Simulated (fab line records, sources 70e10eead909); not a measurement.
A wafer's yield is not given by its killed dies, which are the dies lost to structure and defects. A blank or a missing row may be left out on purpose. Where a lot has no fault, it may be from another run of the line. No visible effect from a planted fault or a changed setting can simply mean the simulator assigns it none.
What tool caused it? ; flow nand-harc ; 24 lots with 72 wafers sampled at 6 steps, on a route of 1302 steps

== WHAT THE GAUGES READ, wafer by wafer ==
No reading from a measuring or inspecting step in the record can be judged against a usual standard deviation.

== TOOL THAT RAN EACH LOT (tool first, then ch and the chambers of the sampled wafers, then the start) ==
lot;NHARC_A_CHANNEL_HOLE_D2_DESCUM_15;NHARC_A_CHANNEL_FILL_D2_ALD_02;NHARC_A_CHANNEL_FILL_D2_ALD_16;NHARC_A_STAIRCASE_DEP_156;NHARC_A_STAIRCASE_TRIM_14;NHARC_A_STAIRCASE_ETCH_15
L074;rie-diel-04 ch 0,2, day 13 06:40;ald-hk-04 ch 1,2,3, day 13 13:57;ald-hk-02 ch 0,2, day 14 02:27;pecvd-02 ch 1,2, day 15 15:19;rie-diel-12 ch 0,2,3, no start;rie-diel-12 ch 0,2,3, no start
L076;rie-diel-04 ch 0,2,3, day 14 03:44;ald-hk-04 ch 0,3, day 14 11:13;ald-hk-04 ch 0,1, day 14 23:17;pecvd-01 ch 0,1,2, day 16 14:50;rie-diel-11 ch 0,1,2, no start;rie-diel-11 ch 0,1,3, no start
L075;rie-diel-08 ch 0,2,3, day 14 04:19;ald-hk-04 ch 0,3, day 14 14:50;ald-hk-04 ch 1,2,3, day 15 03:02;pecvd-02 ch 0,1, day 16 14:38;rie-diel-12 ch 1,3, no start;rie-diel-12 ch 0,1, no start
L077;rie-diel-04 ch 0,2,3, day 14 16:22;ald-hk-01 ch 1,2,3, day 15 00:29;ald-hk-04 ch 0,1,3, day 15 12:32;pecvd-02 ch 0,1, day 17 00:26;rie-diel-12 ch 1,2, no start;rie-diel-12 ch 1,2,3, no start
L079;rie-diel-08 ch 0,1, day 14 18:07;ald-hk-02 ch 0,1,2, day 15 01:16;ald-hk-02 ch 0,1,2, day 15 12:32;pecvd-03 ch 0,1, day 17 00:26;rie-diel-07 ch 0,1,3, no start;rie-diel-07 ch 1,2,3, no start
L078;rie-diel-04 ch 2,3, day 14 18:17;ald-hk-04 ch 2,3, day 15 04:27;ald-hk-04 ch 0,1, day 15 16:37;pecvd-02 ch 1,2, day 17 04:40;rie-diel-07 ch 2,3, no start;rie-diel-07 ch 1,2, no start
L080;rie-diel-04 ch 0,1,2, day 15 17:14;ald-hk-01 ch 0,1,2, day 16 00:25;ald-hk-02 ch 0,3, day 16 12:40;pecvd-03 ch 0,1,2, day 18 05:39;rie-diel-12 ch 1,2,3, no start;rie-diel-12 ch 0,1,2, no start
L082;rie-diel-02 ch 0,2,3, day 16 08:30;ald-hk-01 ch 0,2,3, day 16 15:40;ald-hk-02 ch 0,1,3, day 17 03:50;pecvd-02 ch 1,2, day 18 19:37;rie-diel-11 ch 0,2,3, no start;rie-diel-11 ch 1,2,3, no start
L081;rie-diel-08 ch 2,3, day 16 17:20;ald-hk-01 ch 0,1, day 17 00:29;ald-hk-04 ch 2,3, day 17 12:40;pecvd-01 ch 0,1,2, day 19 03:35;rie-diel-12 ch 0,2,3, no start;rie-diel-12 ch 0,2,3, no start
L083;rie-diel-02 ch 1,2,3, day 16 18:16;ald-hk-02 ch 1,2,3, day 17 02:26;ald-hk-01 ch 1,2,3, day 17 12:38;pecvd-02 ch 0,1,2, day 18 23:50;rie-diel-12 ch 2,3, no start;rie-diel-12 ch 0,1,3, no start
L084;rie-diel-04 ch 0,2, day 17 11:19;ald-hk-01 ch 2,3, day 17 21:35;ald-hk-01 ch 2,3, day 18 11:49;pecvd-01 ch 0,2, day 20 02:22;rie-diel-12 ch 0,2,3, no start;rie-diel-12 ch 0,2, no start
L085;rie-diel-08 ch 0,2,3, day 18 03:38;ald-hk-04 ch 1,2,3, day 18 10:52;ald-hk-02 ch 0,1,3, day 18 23:02;pecvd-02 ch 0,1,2, day 20 11:58;rie-diel-11 ch 1,2,3, no start;rie-diel-11 ch 0,2,3, no start
L087;rie-diel-02 ch 1,2,3, day 18 14:50;ald-hk-04 ch 0,1,2, day 18 23:10;ald-hk-01 ch 0,1, day 19 11:11;pecvd-02 ch 0,1,2, day 21 04:10;rie-diel-11 ch 0,2,3, no start;rie-diel-11 ch 0,2,3, no start
L086;rie-diel-08 ch 2,3, day 18 15:35;ald-hk-02 ch 0,1, day 19 00:41;ald-hk-01 ch 1,3, day 19 11:21;pecvd-03 ch 0,2, day 20 23:48;rie-diel-07 ch 0,1,3, no start;rie-diel-07 ch 0,1,3, no start
L089;rie-diel-08 ch 0,2,3, day 19 08:08;ald-hk-01 ch 0,1,2, day 19 15:24;ald-hk-04 ch 0,2,3, day 20 03:34;pecvd-02 ch 0,1,2, day 21 18:25;rie-diel-12 ch 0,2,3, no start;rie-diel-12 ch 0,2, no start
L088;rie-diel-02 ch 0,2, day 19 10:08;ald-hk-01 ch 0,2,3, day 19 17:59;ald-hk-02 ch 0,1,3, day 20 03:41;pecvd-03 ch 1,2, day 21 14:35;rie-diel-11 ch 2,3, no start;rie-diel-11 ch 0,3, no start
L090;rie-diel-02 ch 0,1,2, day 19 16:52;ald-hk-04 ch 0,2,3, day 20 00:04;ald-hk-04 ch 0,2,3, day 20 12:08;pecvd-02 ch 1,2, day 22 01:53;rie-diel-11 ch 0,1,3, no start;rie-diel-11 ch 2,3, no start
L092;rie-diel-08 ch 0,1,3, day 20 08:34;ald-hk-01 ch 0,1,3, day 20 17:16;ald-hk-02 ch 1,2,3, day 21 06:44;pecvd-02 ch 0,1,2, day 22 21:23;rie-diel-07 ch 0,1,2, no start;rie-diel-07 ch 1,2,3, no start
L091;rie-diel-04 ch 0,2, day 20 09:06;ald-hk-01 ch 2,3, day 20 17:56;ald-hk-02 ch 0,1,2, day 21 06:54;pecvd-03 ch 0, day 22 21:37;rie-diel-07 ch 0,2,3, no start;rie-diel-07 ch 0,1, no start
L093;rie-diel-02 ch 0,1,3, day 20 20:35;ald-hk-02 ch 0,1,2, day 21 06:17;ald-hk-01 ch 1,2,3, day 21 18:28;pecvd-01 ch 0,1,2, day 23 06:35;rie-diel-07 ch 0,2,3, no start;rie-diel-07 ch 1,2,3, no start
L094;rie-diel-02 ch 0,1, day 21 10:26;ald-hk-02 ch 1,2,3, day 21 18:13;ald-hk-04 ch 1,2, day 22 08:47;pecvd-02 ch 0,1,2, day 23 21:34;rie-diel-11 ch 1,2,3, no start;rie-diel-11 ch 0,1,2, no start
L095;rie-diel-02 ch 0,1, day 22 07:56;ald-hk-02 ch 0,1,2, day 22 18:04;ald-hk-04 ch 0,1, day 23 06:07;pecvd-02 ch 0,1,2, day 24 18:47;rie-diel-07 ch 0,3, no start;rie-diel-07 ch 0,2, no start
L096;rie-diel-02 ch 0,2, day 22 16:28;ald-hk-04 ch 1,2, day 22 23:34;ald-hk-02 ch 1,3, day 23 11:46;pecvd-01 ch 0,2, day 24 23:45;rie-diel-11 ch 0,1, no start;rie-diel-11 ch 0,1, no start
L097;rie-diel-08 ch 1,2,3, day 23 04:14;ald-hk-01 ch 0,1, day 23 13:22;ald-hk-01 ch 0,1,2, day 23 23:35;pecvd-03 ch 0,2, day 25 11:20;rie-diel-07 ch 1,2,3, no start;rie-diel-07 ch 0,2,3, no start
- NHARC_A_CHANNEL_HOLE_D2_DESCUM_15: chemistry O2, time 3 s.
- NHARC_A_CHANNEL_FILL_D2_ALD_02: deposits SiO2, target thk 6 nm, pulse time 10 s, ald cycles 60.
- NHARC_A_CHANNEL_FILL_D2_ALD_16: deposits SiO2, target thk 1.5 nm, pulse time 10 s, ald cycles 15.
- NHARC_A_STAIRCASE_DEP_156: deposits SiNx, target thk 50 nm.
- NHARC_A_STAIRCASE_TRIM_14: chemistry O2, time 211.2 s.
- NHARC_A_STAIRCASE_ETCH_15: etches the open film in C4F8/O2, target depth 100 nm, time 40.5 s.

== WHAT THE TOOLS THEMSELVES READ (means of the sampled wafers that have a number; where no wafer has one, the mark that the record gives instead) ==
NHARC_A_CHANNEL_HOLE_D2_DESCUM_15. Usual: drypump-motor-current-A 6.1 A, standard deviation 0.56; o2-flow-sccm 200.0 sccm, standard deviation 0.63; oes-product-au 1.003 a.u., standard deviation 0.01; rf-vpp-V 57.8 V, standard deviation 0.87; showerhead-plenum-p-Torr 1.91 Torr, standard deviation 0.09; throttle-valve-pct 11.312 %, standard deviation 0.0095.
lot;tool;drypump-motor-current-A (A);o2-flow-sccm (sccm);oes-product-au (a.u.);rf-vpp-V (V);showerhead-plenum-p-Torr (Torr);throttle-valve-pct (%);flag
L074;rie-diel-04;6.6;200.2;1.005;57.6;1.95;11.318;
L076;rie-diel-04;6.2;199.7;1.000;58.4;1.92;11.316;
L075;rie-diel-08;6.2;200.1;1.003;58.1;1.92;11.330;
L077;rie-diel-04;6.2;199.5;0.999;57.9;1.92;11.308;
L079;rie-diel-08;6.0;200.2;0.991;57.6;1.88;11.315;
L078;rie-diel-04;5.8;200.3;0.993;57.5;1.89;11.315;
L080;rie-diel-04;6.7;199.6;0.999;57.8;1.92;11.310;
L082;rie-diel-02;5.8;199.7;1.014;57.1;1.88;11.316;
L081;rie-diel-08;6.3;199.7;1.017;57.7;1.92;11.311;
L083;rie-diel-02;5.7;200.4;1.012;59.1;1.96;11.326;
L084;rie-diel-04;6.6;200.2;0.999;58.7;1.95;11.311;
L085;rie-diel-08;6.2;200.0;0.997;57.9;1.92;11.310;
L087;rie-diel-02;5.6;199.8;1.004;58.3;1.96;11.310;
L086;rie-diel-08;6.3;200.0;1.013;57.4;1.92;11.308;
L089;rie-diel-08;6.2;200.4;1.006;57.1;1.92;11.323;
L088;rie-diel-02;6.3;199.2;1.010;57.8;1.79;11.311;
L090;rie-diel-02;6.1;200.1;1.007;57.3;1.87;11.315;
L092;rie-diel-08;6.1;199.7;1.000;57.2;1.88;11.301;
L091;rie-diel-04;6.6;199.6;0.999;57.7;1.95;11.316;
L093;rie-diel-02;5.6;199.5;1.012;57.2;1.94;11.308;
L094;rie-diel-02;6.1;199.6;1.002;58.0;1.93;11.311;
L095;rie-diel-02;6.2;200.1;1.011;57.6;1.85;11.309;
L096;rie-diel-02;6.2;199.9;1.005;57.6;1.79;11.312;
L097;rie-diel-08;5.9;200.3;1.006;58.4;1.93;11.311;

NHARC_A_CHANNEL_FILL_D2_ALD_02. Usual: heater-power-w 488 W, standard deviation 46; precursor-pulse-height-rel 0.998, standard deviation 0.018.
lot;tool;heater-power-w (W);precursor-pulse-height-rel;flag
L074;ald-hk-04;488;0.983;
L076;ald-hk-04;461;1.013;
L075;ald-hk-04;464;1.017;
L077;ald-hk-01;513;1.005;
L079;ald-hk-02;476;0.973;
L078;ald-hk-04;502;1.001;
L080;ald-hk-01;486;0.987;
L082;ald-hk-01;510;0.988;
L081;ald-hk-01;475;0.999;
L083;ald-hk-02;439;1.003;
L084;ald-hk-01;535;1.004;
L085;ald-hk-04;490;0.996;
L087;ald-hk-04;481;1.001;
L086;ald-hk-02;502;0.995;
L089;ald-hk-01;505;1.000;
L088;ald-hk-01;504;1.009;
L090;ald-hk-04;485;0.994;
L092;ald-hk-01;511;0.990;
L091;ald-hk-01;537;1.020;
L093;ald-hk-02;465;0.998;
L094;ald-hk-02;450;0.997;
L095;ald-hk-02;467;0.995;
L096;ald-hk-04;491;0.996;
L097;ald-hk-01;482;0.993;

NHARC_A_CHANNEL_FILL_D2_ALD_16. Usual: heater-power-w 476 W, standard deviation 48; precursor-pulse-height-rel 0.999, standard deviation 0.018.
lot;tool;heater-power-w (W);precursor-pulse-height-rel;flag
L074;ald-hk-02;445;1.016;
L076;ald-hk-04;441;1.010;
L075;ald-hk-04;486;0.998;
L077;ald-hk-04;451;1.018;
L079;ald-hk-02;485;1.001;
L078;ald-hk-04;440;0.982;
L080;ald-hk-02;483;1.016;
L082;ald-hk-02;489;1.009;
L081;ald-hk-04;522;0.996;
L083;ald-hk-01;519;0.993;
L084;ald-hk-01;530;0.979;
L085;ald-hk-02;498;0.998;
L087;ald-hk-01;492;0.998;
L086;ald-hk-01;520;1.002;
L089;ald-hk-04;491;1.014;
L088;ald-hk-02;495;0.983;
L090;ald-hk-04;491;0.983;
L092;ald-hk-02;446;1.004;
L091;ald-hk-02;464;0.998;
L093;ald-hk-01;500;0.993;
L094;ald-hk-04;448;0.993;
L095;ald-hk-04;436;0.985;
L096;ald-hk-02;471;1.006;
L097;ald-hk-01;486;0.998;

NHARC_A_STAIRCASE_DEP_156. Usual: heater-power-w 684 W, standard deviation 97; rf-fwd-power-W 448.0 W, standard deviation 1.3.
lot;tool;heater-power-w (W);rf-fwd-power-W (W);flag
L074;pecvd-02;654;448.0;
L076;pecvd-01;703;448.2;
L075;pecvd-02;657;447.8;
L077;pecvd-02;798;446.0;
L079;pecvd-03;635;447.8;
L078;pecvd-02;693;448.1;
L080;pecvd-03;675;448.2;
L082;pecvd-02;630;448.7;
L081;pecvd-01;666;446.7;
L083;pecvd-02;638;447.2;
L084;pecvd-01;768;447.3;
L085;pecvd-02;683;448.2;
L087;pecvd-02;655;448.1;
L086;pecvd-03;685;448.4;
L089;pecvd-02;679;447.4;
L088;pecvd-03;749;449.7;
L090;pecvd-02;662;447.8;
L092;pecvd-02;698;448.6;
L091;pecvd-03;723;448.0;
L093;pecvd-01;732;448.1;
L094;pecvd-02;660;449.1;
L095;pecvd-02;677;449.5;
L096;pecvd-01;759;446.9;
L097;pecvd-03;787;448.5;

NHARC_A_STAIRCASE_TRIM_14. Usual: drypump-motor-current-A 5.8 A, standard deviation 0.49; o2-flow-sccm 499.9 sccm, standard deviation 1.6; oes-product-au 0.999 a.u., standard deviation 0.0096; rf-vpp-V 57.7 V, standard deviation 0.83; showerhead-plenum-p-Torr 3.53 Torr, standard deviation 0.16; throttle-valve-pct 17.037 %, standard deviation 0.0099.
lot;tool;drypump-motor-current-A (A);o2-flow-sccm (sccm);oes-product-au (a.u.);rf-vpp-V (V);showerhead-plenum-p-Torr (Torr);throttle-valve-pct (%);flag
L074;rie-diel-12;6.2;499.9;1.005;56.9;3.46;17.033;
L076;rie-diel-11;5.9;499.8;1.009;58.3;3.64;17.048;
L075;rie-diel-12;6.2;499.7;1.002;57.4;3.55;17.036;
L077;rie-diel-12;5.9;500.4;1.002;57.6;3.52;17.043;
L079;rie-diel-07;5.6;500.1;0.990;57.1;3.46;17.029;
L078;rie-diel-07;5.3;501.4;0.997;57.8;3.61;17.030;
L080;rie-diel-12;6.1;500.3;1.004;57.4;3.53;17.042;
L082;rie-diel-11;5.6;498.1;1.008;57.7;3.59;17.034;
L081;rie-diel-12;6.2;498.3;1.003;57.6;3.45;17.034;
L083;rie-diel-12;6.0;499.9;1.015;58.5;3.52;17.039;
L084;rie-diel-12;6.2;499.8;0.994;57.5;3.45;17.036;
L085;rie-diel-11;6.0;501.3;0.990;58.0;3.72;17.030;
L087;rie-diel-11;5.6;498.2;1.004;57.2;3.58;17.034;
L086;rie-diel-07;5.6;500.5;0.997;57.8;3.44;17.039;
L089;rie-diel-12;6.2;501.3;0.989;57.1;3.44;17.037;
L088;rie-diel-11;5.7;500.9;0.990;58.0;3.67;17.035;
L090;rie-diel-11;5.7;500.5;1.003;57.8;3.58;17.044;
L092;rie-diel-07;5.5;499.5;0.998;58.6;3.59;17.035;
L091;rie-diel-07;5.2;500.3;0.990;58.2;3.49;17.032;
L093;rie-diel-07;5.2;500.3;0.996;58.1;3.48;17.030;
L094;rie-diel-11;6.0;499.7;0.995;58.4;3.70;17.033;
L095;rie-diel-07;5.1;498.5;0.998;57.1;3.39;17.049;
L096;rie-diel-11;5.7;501.4;1.004;57.9;3.48;17.037;
L097;rie-diel-07;5.7;500.5;0.989;57.4;3.52;17.033;

NHARC_A_STAIRCASE_ETCH_15. Usual: bias-w 1000 W, standard deviation 3.1; oes-product-au 0.941 a.u., standard deviation 0.011; rf-fwd-power-W 594.2 W, standard deviation 2.8; rf-vpp-V 896 V, standard deviation 5.8.
lot;tool;bias-w (W);oes-product-au (a.u.);rf-fwd-power-W (W);rf-vpp-V (V);flag
L074;rie-diel-12;1001;0.949;596.4;894;
L076;rie-diel-11;998;0.949;593.1;899;
L075;rie-diel-12;999;0.938;594.1;894;
L077;rie-diel-12;999;0.951;591.7;897;
L079;rie-diel-07;1001;0.957;593.6;897;
L078;rie-diel-07;1002;0.922;595.5;902;
L080;rie-diel-12;1000;0.952;593.7;894;
L082;rie-diel-11;1001;0.947;593.7;903;
L081;rie-diel-12;999;0.932;594.8;894;
L083;rie-diel-12;1000;0.939;596.0;893;
L084;rie-diel-12;1001;0.938;595.0;893;
L085;rie-diel-11;1004;0.945;593.0;897;
L087;rie-diel-11;1004;0.936;595.8;897;
L086;rie-diel-07;1002;0.942;593.4;893;
L089;rie-diel-12;997;0.940;593.4;891;
L088;rie-diel-11;999;0.957;595.2;893;
L090;rie-diel-11;1000;0.937;595.4;901;
L092;rie-diel-07;1000;0.937;593.6;897;
L091;rie-diel-07;998;0.943;596.9;897;
L093;rie-diel-07;998;0.928;594.1;896;
L094;rie-diel-11;999;0.949;593.8;898;
L095;rie-diel-07;1001;0.932;594.4;896;
L096;rie-diel-11;998;0.936;592.2;899;
L097;rie-diel-07;1001;0.932;594.1;894;

== THE ANSWER, worked out from the rows above alone ==
Rule: a lot counts as off when the mean over its wafers that have a number is more than 3 standard deviations away from the usual mean. A lot without any number at a reading at which 4 lots or more have one is off too. Where the step has rows for the other lots, those lots are counted as sound. First the gauges in route order, then the tools' own readings, where a lot's mean is used as printed above. At the first step where some lot is off, the reading lying furthest off is the one used; lots without a number count as furthest.
No lot is off on any of the readings shown, so nothing can be concluded from this.

== WHAT THE SIMULATOR PUT IN ==
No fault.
